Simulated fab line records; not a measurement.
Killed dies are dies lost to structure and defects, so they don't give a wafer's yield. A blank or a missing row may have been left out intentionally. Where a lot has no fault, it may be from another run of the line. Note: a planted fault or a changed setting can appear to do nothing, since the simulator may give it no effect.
One fault seen from 2 desks / flow n5_finfet / numbers are kept per desk, each desk with only its own; the story behind them comes last

## THE METROLOGY DESK
What the gauges read, lot by lot, whatever tool the lot ran on: means of the sampled wafers that have a number. The brackets show how far a lot's mean lies from the usual mean; more than 4 standard deviations puts the lot out of limits, marked OUT. Readings shown: 7 of its 11, picked as those furthest out on some lot.
Columns: A = cd_nm at N5_BEOL_M0_SAQP_CD_MEAS_14, usual 42.42 nm; B = DIBL_P at N5_BEOL_M4_RC_MEAS_101, usual 35.8 mV/V; C = IOFF_N at N5_BEOL_M4_RC_MEAS_101, usual 0.151 nA/um; D = ION_P at N5_BEOL_M4_RC_MEAS_101, usual 462 uA/um; E = SS_N at N5_BEOL_M4_RC_MEAS_101, usual 71.4 mV/dec; F = SS_P at N5_BEOL_M4_RC_MEAS_101, usual 73.3 mV/dec; G = VT_N at N5_BEOL_M4_RC_MEAS_101, usual 250.5 mV
lot=L578; first seen here=day 6 06:16; A=42.46; B=38.8; C=0.195; D=465; E=72.4; F=74.2; G=246.7
lot=L580; first seen here=day 6 14:01; A=42.77; B=37.3; C=0.158; D=463; E=71.3; F=73.9; G=249.0
lot=L582; first seen here=day 7 07:49; A=42.49; B=34.1; C=0.141; D=459; E=71.5; F=73.1; G=250.2
lot=L585; first seen here=day 7 20:55; A=42.51; B=35.8; C=0.149; D=460; E=71.9; F=72.8; G=251.1
lot=L592; first seen here=day 9 12:53; A=42.37; B=35.2; C=0.159; D=459; E=71.3; F=72.8; G=249.2
lot=L595; first seen here=day 10 07:16; A=42.47; B=35.0; C=0.147; D=465; E=71.4; F=73.4; G=249.2
lot=L596; first seen here=day 10 15:25; A=42.30; B=36.6; C=0.145; D=466; E=71.6; F=73.5; G=251.8
lot=L597; first seen here=day 10 19:02; A=42.43; B=36.4; C=0.162; D=470; E=71.1; F=74.0; G=248.9
lot=L598; first seen here=day 10 23:55; A=42.53; B=35.6; C=0.137; D=457; E=71.2; F=72.8; G=250.9
Finding of this desk: none of the 9 lots has anything out of limits.

## TOOL OWNER'S DESK, rie_si-01
The tool's own readings at N5_BEOL_M0_SAQP_MANDREL_ETCH_20 (etches a-Si in HBr/Cl2, stops on SiNx, target depth 60 nm, bt time 10 s, time 30 s): means of the sampled wafers that have a number, for each lot that ran on this tool. The brackets show how far a lot's mean lies from the usual mean; more than 4 standard deviations puts the lot out of limits, marked OUT.
Columns: A = bias_w at N5_BEOL_M0_SAQP_MANDREL_ETCH_20, usual 75.01 W; B = drypump_motor_current_A at N5_BEOL_M0_SAQP_MANDREL_ETCH_20, usual 5.9 A; C = oes_product_au at N5_BEOL_M0_SAQP_MANDREL_ETCH_20, usual 0.770 a.u.; D = rf_fwd_power_W at N5_BEOL_M0_SAQP_MANDREL_ETCH_20, usual 795.4 W; E = throttle_valve_pct at N5_BEOL_M0_SAQP_MANDREL_ETCH_20, usual 35.3 %
lot=L578; first seen here=day 6 06:52; A=74.92; B=6.3; C=0.764; D=796.8; E=35.5
lot=L580; first seen here=day 6 14:23; A=75.00; B=6.1; C=0.769; D=793.9; E=35.4
lot=L582; first seen here=day 7 08:11; A=82.14 (+32) OUT; B=6.1; C=0.787; D=797.2; E=35.1
lot=L585; first seen here=day 7 21:21; A=82.28 (+33) OUT; B=5.8; C=0.778; D=796.9; E=35.5
lot=L596; first seen here=day 10 15:46; A=75.17; B=5.9; C=0.755; D=793.1; E=35.5
lot=L597; first seen here=day 10 19:45; A=75.10; B=6.2; C=0.764; D=794.7; E=35.5
This desk finds L582, L585 out of limits, L582 being first, at day 7 08:11 (bias_w at N5_BEOL_M0_SAQP_MANDREL_ETCH_20). Within limits: L578, L580, L596, L597.

## BROUGHT TOGETHER
The tool owner's desk had the chance to raise an alarm at day 7 08:11 on L582, L585.
The metrology desk saw nothing out of limits.
The metrology desk has L582, L585 on record, within its limits.
The lots listed all ran N5_BEOL_M0_SAQP_MANDREL_ETCH_20 on rie_si-01.

## WHAT THE SIMULATOR PUT IN
rie_si-01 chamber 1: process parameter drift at N5_BEOL_M0_SAQP_MANDREL_ETCH_20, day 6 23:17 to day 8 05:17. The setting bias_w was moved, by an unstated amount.
Shown lots that were struck: L582, L585.
How many hours passed from the start of the fault until each desk's first out-of-limits reading: the tool owner's desk, 9.
